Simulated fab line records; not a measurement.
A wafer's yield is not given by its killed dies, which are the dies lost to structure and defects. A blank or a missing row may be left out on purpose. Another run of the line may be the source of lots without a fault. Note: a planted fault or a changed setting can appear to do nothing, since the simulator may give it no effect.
The tool behind it: which one?    flow nand-harc    Sampling: 24 lots, 72 wafers, 4 of 1302 route steps

== WHAT THE GAUGES SHOWED, per wafer ==
NHARC_P_M2_OVL_MEAS_10: pitch 340 nm. Usual: overlay-x-nm 0.2 nm, standard deviation 0.86; overlay-y-nm 0.1 nm, standard deviation 0.91.
lot   measured      on          overlay-x-nm (nm)  overlay-y-nm (nm)  flag
L074  day 6 15:16   overlay-02  0.7 0.4 0.3        0.5 1.0 0.9        
L075  day 6 15:36   overlay-01  -1.2 -1.4 -1.3     0.6 -0.5 -0.2      
L076  day 7 03:13   overlay-01  0.1 -0.6 -0.5      1.2 0.6 0.8        
L077  day 7 16:17   overlay-02  1.3 0.8 1.1        -0.2 -0.4 -0.1     
L078  day 8 03:31   overlay-01  0.4 0.2 0.0        1.4 1.1 1.1        
L079  day 8 11:14   overlay-02  -0.4 -0.6 -0.2     -0.1 0.7 0.4       
L080  day 9 02:46   overlay-02  0.1 -0.3 0.3       1.3 1.3 1.4        
L081  day 9 11:19   overlay-02  0.7 1.5 0.8        -0.3 -0.3 -0.7     
L082  day 9 17:32   overlay-02  -0.1 -0.3 -0.4     0.7 -0.1 0.1       
L083  day 10 18:10  overlay-01  -1.6 -0.7 -1.3     0.5 0.6 1.3        
L084  day 10 22:07  overlay-02  0.4 0.2 0.4        -1.6 -1.4 -0.8     
L085  day 11 02:34  overlay-01  1.0 0.6 0.6        -0.3 -0.1 -0.7     
L086  day 11 13:05  overlay-01  -0.2 0.2 0.1       -0.5 -0.9 -0.5     
L087  day 11 21:54  overlay-01  2.6 2.1 2.2        -0.4 -0.4 -0.4     
L088  day 12 09:55  overlay-02  0.1 0.0 -0.1       -0.2 -0.2 -0.2     
L089  day 12 20:20  overlay-01  -1.3 -1.4 -1.2     0.9 0.8 0.5        
L090  day 13 06:40  overlay-02  0.3 -0.2 -0.7      -1.3 -1.1 -1.6     
L091  day 13 12:16  overlay-01  -0.1 -0.6 0.3      -1.3 -1.4 -1.1     
L092  day 14 07:32  overlay-01  0.9 1.0 0.9        -0.5 -0.4 -0.5     
L093  day 14 14:50  overlay-01  -0.1 -0.1 0.2      1.6 1.6 1.6        
L094  day 14 20:38  overlay-02  1.7 0.9 0.8        0.9 1.4 1.1        
L095  day 15 07:06  overlay-02  -0.5 -0.2 -0.5     0.1 0.0 0.3        
L096  day 15 15:04  overlay-02  0.5 0.3 0.4        -1.4 -1.1 -1.0     
L097  day 16 02:08  overlay-01  1.4 0.9 1.4        0.0 -0.4 0.0       

NHARC_P_BONDPAD_CD_MEAS_13. Usual: 499.3 nm for cd-nm, sd 1.3.
lot   measured      on         cd-nm (nm)         flag
L074  day 6 20:16   cd-sem-02  500.6 500.0 499.6  
L075  day 6 20:50   cd-sem-01  498.0 496.9 496.4  
L076  day 7 08:13   cd-sem-01  500.7 498.7 498.6  
L077  day 7 21:34   cd-sem-01  500.4 501.3 499.0  
L078  day 8 08:55   cd-sem-02  498.2 500.4 499.1  
L079  day 8 16:06   cd-sem-01  497.0 501.2 499.8  
L080  day 9 07:44   cd-sem-02  500.2 499.8 501.1  
L081  day 9 16:13   cd-sem-01  499.7 498.9 498.6  
L082  day 9 22:37   cd-sem-01  498.9 498.6 497.5  
L083  day 10 23:23  cd-sem-03  498.0 498.2 497.5  
L084  day 11 03:01  cd-sem-02  500.8 501.5 501.0  
L085  day 11 07:39  cd-sem-03  498.1 498.0 499.0  
L086  day 11 18:04  cd-sem-02  499.5 500.2 500.2  
L087  day 12 02:54  cd-sem-02  501.2 500.2 499.6  
L088  day 12 14:47  cd-sem-03  500.6 500.2 502.1  
L089  day 13 01:16  cd-sem-01  499.2 499.7 497.6  
L090  day 13 11:38  cd-sem-01  501.3 501.6 501.3  
L091  day 13 17:23  cd-sem-03  497.4 496.2 497.8  
L092  day 14 12:24  cd-sem-03  498.6 499.0 499.4  
L093  day 14 19:56  cd-sem-02  500.7 499.7 499.3  
L094  day 15 01:37  cd-sem-03  499.8 499.9 501.4  
L095  day 15 12:08  cd-sem-01  498.4 497.6 498.8  
L096  day 15 20:03  cd-sem-03  500.6 501.4 500.6  
L097  day 16 07:07  cd-sem-01  500.0 499.3 501.0  

== WHICH TOOL RAN EACH LOT (tool, then ch and the chambers of the sampled wafers, then the start) ==
lot   NHARC_P_M1_ANNEAL_31              NHARC_P_M2_ANNEAL_31
L074  rtp-anneal-01 ch 0, day 6 13:10   rtp-anneal-02 ch 0, day 6 17:10
L075  rtp-anneal-02 ch 0, day 6 13:30   rtp-anneal-01 ch 0, day 6 17:47
L076  rtp-anneal-02 ch 0, day 7 00:55   rtp-anneal-02 ch 0, day 7 05:04
L077  rtp-anneal-01 ch 0, day 7 13:59   rtp-anneal-02 ch 0, day 7 18:34
L078  rtp-anneal-02 ch 0, day 8 01:13   rtp-anneal-02 ch 0, day 8 05:47
L079  rtp-anneal-01 ch 0, day 8 09:04   rtp-anneal-01 ch 0, day 8 13:06
L080  rtp-anneal-01 ch 0, day 9 00:28   rtp-anneal-02 ch 0, day 9 04:37
L081  rtp-anneal-02 ch 0, day 9 09:04   rtp-anneal-01 ch 0, day 9 13:13
L082  rtp-anneal-01 ch 0, day 9 15:21   rtp-anneal-02 ch 0, day 9 19:29
L083  rtp-anneal-02 ch 0, day 10 15:53  rtp-anneal-01 ch 0, day 10 20:04
L084  rtp-anneal-01 ch 0, day 10 19:44  rtp-anneal-01 ch 0, day 11 00:01
L085  rtp-anneal-02 ch 0, day 11 00:15  rtp-anneal-01 ch 0, day 11 04:27
L086  rtp-anneal-01 ch 0, day 11 10:54  rtp-anneal-01 ch 0, day 11 14:57
L087  rtp-anneal-02 ch 0, day 11 19:43  rtp-anneal-01 ch 0, day 11 23:45
L088  rtp-anneal-02 ch 0, day 12 07:41  rtp-anneal-01 ch 0, day 12 11:49
L089  rtp-anneal-01 ch 0, day 12 18:08  rtp-anneal-01 ch 0, day 12 22:16
L090  rtp-anneal-02 ch 0, day 13 04:22  rtp-anneal-01 ch 0, day 13 08:37
L091  rtp-anneal-02 ch 0, day 13 09:59  rtp-anneal-02 ch 0, day 13 14:07
L092  rtp-anneal-02 ch 0, day 14 05:29  rtp-anneal-01 ch 0, day 14 09:30
L093  rtp-anneal-01 ch 0, day 14 12:32  rtp-anneal-01 ch 0, day 14 16:44
L094  rtp-anneal-01 ch 0, day 14 18:34  rtp-anneal-01 ch 0, day 14 22:36
L095  rtp-anneal-01 ch 0, day 15 04:48  rtp-anneal-01 ch 0, day 15 08:58
L096  rtp-anneal-01 ch 0, day 15 12:40  rtp-anneal-02 ch 0, day 15 16:58
L097  rtp-anneal-02 ch 0, day 16 00:07  rtp-anneal-02 ch 0, day 16 04:08
- NHARC_P_M1_ANNEAL_31: time 90 s.
- NHARC_P_M2_ANNEAL_31: time 90 s.

== AS READ BY THE TOOLS THEMSELVES (means over the sampled wafers that have a number; for cases with no such wafer, the mark the record gives instead) ==
NHARC_P_M1_ANNEAL_31. Usual: 225.76 for wafer_temp_C_max, sd 0.26.
lot   tool           wafer_temp_C_max  flag
L074  rtp-anneal-01  226.01            
L075  rtp-anneal-02  225.48            
L076  rtp-anneal-02  225.64            
L077  rtp-anneal-01  225.90            
L078  rtp-anneal-02  225.62            
L079  rtp-anneal-01  226.14            
L080  rtp-anneal-01  225.72            
L081  rtp-anneal-02  225.41            
L082  rtp-anneal-01  225.75            
L083  rtp-anneal-02  225.46            
L084  rtp-anneal-01  226.17            
L085  rtp-anneal-02  225.58            
L086  rtp-anneal-01  225.86            
L087  rtp-anneal-02  225.53            
L088  rtp-anneal-02  225.47            
L089  rtp-anneal-01  226.11            
L090  rtp-anneal-02  225.64            
L091  rtp-anneal-02  225.65            
L092  rtp-anneal-02  225.51            
L093  rtp-anneal-01  225.77            
L094  rtp-anneal-01  226.04            
L095  rtp-anneal-01  225.72            
L096  rtp-anneal-01  226.02            
L097  rtp-anneal-02  225.75            

NHARC_P_M2_ANNEAL_31. Usual: 225.70 for wafer_temp_C_max, sd 0.3.
lot   tool           wafer_temp_C_max  flag
L074  rtp-anneal-02  225.32            
L075  rtp-anneal-01  225.79            
L076  rtp-anneal-02  225.46            
L077  rtp-anneal-02  225.52            
L078  rtp-anneal-02  225.59            
L079  rtp-anneal-01  226.10            
L080  rtp-anneal-02  225.51            
L081  rtp-anneal-01  225.81            
L082  rtp-anneal-02  225.69            
L083  rtp-anneal-01  225.92            
L084  rtp-anneal-01  225.84            
L085  rtp-anneal-01  225.61            
L086  rtp-anneal-01  225.84            
L087  rtp-anneal-01  225.81            
L088  rtp-anneal-01  225.64            
L089  rtp-anneal-01  225.74            
L090  rtp-anneal-01  225.89            
L091  rtp-anneal-02  225.34            
L092  rtp-anneal-01  225.69            
L093  rtp-anneal-01  225.89            
L094  rtp-anneal-01  226.33            
L095  rtp-anneal-01  225.84            
L096  rtp-anneal-02  225.43            
L097  rtp-anneal-02  225.45            

== THE ANSWER, worked out from the rows above alone ==
Rule: lot off if the mean of its wafers having a number is beyond 3 standard deviations from the usual mean. A lot without any number at a reading at which 4 lots or more have one is off too. The other lots that the step has rows for count as sound. The gauges are gone through in route order, then the tools' own readings, and for those a lot's mean is taken as printed above. At the first step where some lot is off, the reading lying furthest off is the one used; lots without a number count as furthest.
Nothing can be told from this: no lot is off at any reading shown.

== WHAT WAS PUT IN BY THE SIMULATOR ==
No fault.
